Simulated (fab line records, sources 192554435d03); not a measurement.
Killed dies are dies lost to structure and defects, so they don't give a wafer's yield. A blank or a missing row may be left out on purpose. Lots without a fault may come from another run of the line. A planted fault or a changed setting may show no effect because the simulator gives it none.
Chamber matching | flow n5_finfet | N5_BEOL_M3_ALD_98 on ald_sin-04: 4 sister chambers
The step deposits SiO2, target thk 2.5 nm, pulse time 1 s, co reactant pulse time 1 s. 14 wafers are shown with their chamber, then 7 later ones without.

WAFERS WITH THEIR CHAMBER
wafer  | chamber | heater_power_w (W) | heater_power_outer_w (W) | precursor_pulse_height_rel
L077.1 | 3       | 72                 | 36                       | 1.011
L077.5 | 0       | 80                 | 40                       | 1.005
L077.6 | 1       | 70                 | 37                       | 0.984
L078.1 | 3       | 73                 | 37                       | 1.034
L078.4 | 2       | 87                 | 43                       | 1.000
L078.5 | 3       | 73                 | 38                       | 0.972
L080.1 | 0       | 80                 | 41                       | 0.976
L080.2 | 1       | 69                 | 37                       | 0.947
L080.4 | 2       | 89                 | 45                       | 1.004
L081.2 | 2       | 86                 | 44                       | 1.025
L081.3 | 3       | 73                 | 36                       | 0.996
L081.4 | 0       | 80                 | 40                       | 0.976
L084.3 | 0       | 81                 | 41                       | 0.992
L084.5 | 3       | 73                 | 36                       | 1.028

SIGNATURES (means of the wafers above)
reading                    | chamber 0 | chamber 1 | chamber 2 | chamber 3 | scatter within a chamber
heater_power_w             | 80.25     | 69.50     | 87.33     | 72.80     | 0.82
heater_power_outer_w       | 40.50     | 37.00     | 44.00     | 36.60     | 0.787
precursor_pulse_height_rel | 0.98725   | 0.96550   | 1.00967   | 1.00820   | 0.0204
Rule: a wafer's distance from a chamber is the root of the sum, over the readings, of the square of ((its reading less the chamber's mean) divided by the reading's scatter). The wafer belongs to the nearest chamber; if the next one is less than 2 further off, it can't be placed. The scatter: the root of (the sum of the squares of (reading less its chamber's mean) over the shown wafers, divided by (wafers less chambers)).

WAFERS WITHOUT THEIR CHAMBER
wafer  | heater_power_w (W) | heater_power_outer_w (W) | precursor_pulse_height_rel
L084.6 | 82                 | 40                       | 1.016
L086.2 | 82                 | 41                       | 1.036
L086.3 | 86                 | 44                       | 0.988
L086.5 | 70                 | 37                       | 0.979
L092.3 | 88                 | 42                       | 0.976
L092.4 | 73                 | 37                       | 1.023
L092.5 | 82                 | 40                       | 1.019

WHICH CHAMBER EACH WENT THROUGH
wafer  | from the rows above | in truth
L084.6 | 0                   | 0
L086.2 | 0                   | 0
L086.3 | 2                   | 2
L086.5 | 1                   | 1
L092.3 | 2                   | 2
L092.4 | 3                   | 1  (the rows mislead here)
L092.5 | 0                   | 0
Placed correctly: 6 of 7. Can't be placed from these rows: 0. Placed wrongly: 1.
